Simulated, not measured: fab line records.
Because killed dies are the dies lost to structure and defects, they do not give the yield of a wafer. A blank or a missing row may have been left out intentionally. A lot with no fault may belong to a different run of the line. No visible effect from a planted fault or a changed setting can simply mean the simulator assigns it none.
The tool behind it: which one?	flow n5Finfet	11 lots with 33 wafers sampled at 4 steps, on a route of 1938 steps

## WHAT EACH GAUGE READ, for each wafer
Not one reading of a measure or inspect step in the record can be checked against a usual standard deviation.

## WHAT TOOL EACH LOT RAN ON (gives the tool, then ch and the chambers of the sampled wafers, and finally the start)
lot	N5_BEOL_M0_SPUTTER_134	N5_MIM_BOT_LITHO_DESCUM_10	N5_PASSIVATION_VIA_ETCH_13	N5_PASSIVATION_PROBE_49
L402	pvdSputter-03, day 5 22:22	rieDiel-06 ch 0,1, day 11 19:31	rieDiel-04 ch 0,3, day 11 21:02	-
L403	pvdSputter-02, day 6 05:51	rieDiel-05 ch 1,2, day 11 23:20	rieDiel-04 ch 0,3, day 12 02:08	-
L404	pvdSputter-01, day 6 08:25	rieDiel-06 ch 1,2,3, day 12 02:01	rieDiel-01 ch 1,2,3, day 12 03:51	-
L405	pvdSputter-03, day 6 18:37	rieDiel-05 ch 0,2, day 12 08:50	rieDiel-04 ch 1,3, day 12 11:28	prober-02, day 12 18:08
L408	pvdSputter-02, day 7 19:01	rieDiel-02 ch 1,2,3, day 13 18:28	rieDiel-04 ch 0,1,2, day 13 21:47	prober-01, day 14 04:44
L409	pvdSputter-02, day 7 21:35	rieDiel-06 ch 1,2,3, day 14 12:23	rieDiel-03 ch 1,3, day 14 17:32	prober-01, day 15 00:30
L415	pvdSputter-02, day 9 02:17	rieDiel-05 ch 0,3, day 14 08:47	rieDiel-04 ch 2,3, day 14 10:43	prober-02, day 14 18:11
L420	pvdSputter-01, day 10 07:17	rieDiel-06 ch 1,2, day 16 04:08	rieDiel-01 ch 0,2,3, day 16 06:23	-
L421	pvdSputter-01, day 10 21:27	rieDiel-06 ch 1,3, day 16 16:34	rieDiel-04 ch 0,2, day 16 20:36	-
L422	pvdSputter-03, day 11 08:14	rieDiel-05 ch 0,1, day 16 23:21	rieDiel-01 ch 0,1,2, day 17 01:23	-
L424	pvdSputter-03, day 11 22:56	rieDiel-06 ch 1,2, day 18 03:20	rieDiel-01 ch 0,1,3, day 18 06:40	-
- N5_BEOL_M0_SPUTTER_134: material Cu, target thk 4 nm, time 7.37 s.
- N5_MIM_BOT_LITHO_DESCUM_10: chemistry O2, time 7.9 s.
- N5_PASSIVATION_VIA_ETCH_13: etches SiO2 in CHF3/O2, target depth 660 nm, time 330 s.
- N5_PASSIVATION_PROBE_49

## WHAT THE TOOLS THEMSELVES READ (means of the sampled wafers that have a number; where no wafer has one, the mark that the record gives instead)
N5_BEOL_M0_SPUTTER_134. Usual: chuckGasFlowSccm 1.27 sccm, standard deviation 0.051; throttleValvePct 29.7 %, standard deviation 0.94.
lot	tool	chuckGasFlowSccm (sccm)	throttleValvePct (%)	flag
L402	pvdSputter-03	1.25	29.8	
L403	pvdSputter-02	1.25	30.4	
L404	pvdSputter-01	1.27	29.8	
L405	pvdSputter-03	1.24	30.6	
L408	pvdSputter-02	1.24	29.4	
L409	pvdSputter-02	1.30	30.1	
L415	pvdSputter-02	1.28	29.7	
L420	pvdSputter-01	1.36	28.7	
L421	pvdSputter-01	1.30	29.2	
L422	pvdSputter-03	1.28	30.2	
L424	pvdSputter-03	1.24	29.9	

N5_MIM_BOT_LITHO_DESCUM_10. Usual: drypumpMotorCurrentA 5.8 A, standard deviation 0.38; oesProductAu 0.81 a.u., standard deviation 0.087; rfVppV 242.8 V, standard deviation 1.3; showerheadPlenumPTorr 2.06 Torr, standard deviation 0.068; throttleValvePct 20.43 %, standard deviation 0.25.
lot	tool	drypumpMotorCurrentA (A)	oesProductAu (a.u.)	rfVppV (V)	showerheadPlenumPTorr (Torr)	throttleValvePct (%)	flag
L402	rieDiel-06	5.9	0.83	242.3	2.05	20.47	
L403	rieDiel-05	5.5	0.88	242.6	2.06	20.25	
L404	rieDiel-06	6.0	0.78	242.9	2.04	20.45	
L405	rieDiel-05	5.9	0.83	242.8	2.05	20.34	
L408	rieDiel-02	5.8	0.69	242.4	2.03	20.80	
L409	rieDiel-06	6.0	0.76	241.5	2.04	20.48	
L415	rieDiel-05	5.7	0.90	242.8	2.03	20.19	
L420	rieDiel-06	6.0	0.75	243.3	2.05	20.54	
L421	rieDiel-06	6.0	0.70	242.5	2.03	20.69	
L422	rieDiel-05	5.3	0.81	241.9	2.01	20.26	
L424	rieDiel-06	6.0	0.73	242.0	2.05	20.56	

N5_PASSIVATION_VIA_ETCH_13. Usual: drypumpMotorCurrentA 5.7 A, standard deviation 0.42; etchRfOnTimeS 236 s, standard deviation 4.3; oesProductAu 0.75 a.u., standard deviation 0.061; rfVppV 526 V, standard deviation 5; showerheadPlenumPTorr 2.44 Torr, standard deviation 0.086; throttleValvePct 18.80 %, standard deviation 0.19.
lot	tool	drypumpMotorCurrentA (A)	etchRfOnTimeS (s)	oesProductAu (a.u.)	rfVppV (V)	showerheadPlenumPTorr (Torr)	throttleValvePct (%)	flag
L402	rieDiel-04	6.3	241	0.71	526	2.35	18.91	
L403	rieDiel-04	6.0	240	0.78	530	2.41	18.82	
L404	rieDiel-01	5.6	230	0.78	527	2.45	18.66	
L405	rieDiel-04	6.2	241	0.66	522	2.30	18.87	
L408	rieDiel-04	5.8	239	0.80	529	2.42	18.70	
L409	rieDiel-03	5.5	230	0.73	522	2.40	18.94	
L415	rieDiel-04	6.0	236	0.76	521	2.40	18.86	
L420	rieDiel-01	5.3	232	0.75	526	2.43	18.87	
L421	rieDiel-04	5.8	239	0.78	529	2.45	18.79	
L422	rieDiel-01	5.5	234	0.73	525	2.47	18.73	
L424	rieDiel-01	5.4	239	0.70	528	2.49	18.80	

N5_PASSIVATION_PROBE_49. Usual: defectLimitedYield 91.1 %, standard deviation 1.3; killed_at_M0_to_M3 34, standard deviation 10; killed_at_M4_up 14, standard deviation 5.7; killedAtContacts 12, standard deviation 5.9; killedAtFrontEnd 41, standard deviation 12; killedAtOther 4, standard deviation 3.1; killedDies 105, standard deviation 15; killedOpen 69, standard deviation 11; killedShort 35, standard deviation 7.8; sort_bin_5_function 5.3 %, standard deviation 0.81; sort_bin_6_memory 3.3 %, standard deviation 0.75; sort_bin_8_speed 0.00 %, standard deviation 0.007; sortNPass 1075, standard deviation 15; sortYieldPct 91.1 %, standard deviation 1.3.
lot	tool	defectLimitedYield (%)	killed_at_M0_to_M3	killed_at_M4_up	killedAtContacts	killedAtFrontEnd	killedAtOther	killedDies	killedOpen	killedShort	sort_bin_5_function (%)	sort_bin_6_memory (%)	sort_bin_8_speed (%)	sortNPass	sortYieldPct (%)	flag
L405	prober-02	91.1	43	7	21	32	2	105	72	31	5.7	2.9	0.00	1075	91.1	
L408	prober-01	91.4	32	19	16	31	4	102	69	32	4.8	3.5	0.00	1078	91.4	
L409	prober-01	90.1	39	13	20	42	2	117	74	43	6.0	3.6	0.00	1063	90.1	
L415	prober-02	85.5	84	14	6	63	5	172	87	43	8.2	5.0	0.00	1008	85.5	OFF

## THE ANSWER, worked out from the rows above alone
Rule: take the mean of a lot's wafers that have a number; if it is more than 3 standard deviations from the usual mean, the lot is off. Also off: a lot with no number at a reading for which 4 or more lots have one. Where the step has rows for the other lots, those lots are counted as sound. The gauges are gone through in route order, then the tools' own readings, and for those a lot's mean is taken as printed above. At the first step where some lot is off, the reading lying furthest off is the one used; lots without a number count as furthest.
Off: L415 (N5_PASSIVATION_PROBE_49, killed_at_M0_to_M3). Neither off nor sound, because the step has no rows for them: L402, L403, L404, L420, L421, L422, L424.
If a tool, at that step or one of the process steps before it, ran each lot that is off and ran no sound lot following the first of them, it fits. Can't be told from this: 4 tools fit, pvdSputter-02 at N5_BEOL_M0_SPUTTER_134, rieDiel-05 at N5_MIM_BOT_LITHO_DESCUM_10, rieDiel-04 at N5_PASSIVATION_VIA_ETCH_13, prober-02 at N5_PASSIVATION_PROBE_49.

## WHAT THE SIMULATOR HAD INSERTED
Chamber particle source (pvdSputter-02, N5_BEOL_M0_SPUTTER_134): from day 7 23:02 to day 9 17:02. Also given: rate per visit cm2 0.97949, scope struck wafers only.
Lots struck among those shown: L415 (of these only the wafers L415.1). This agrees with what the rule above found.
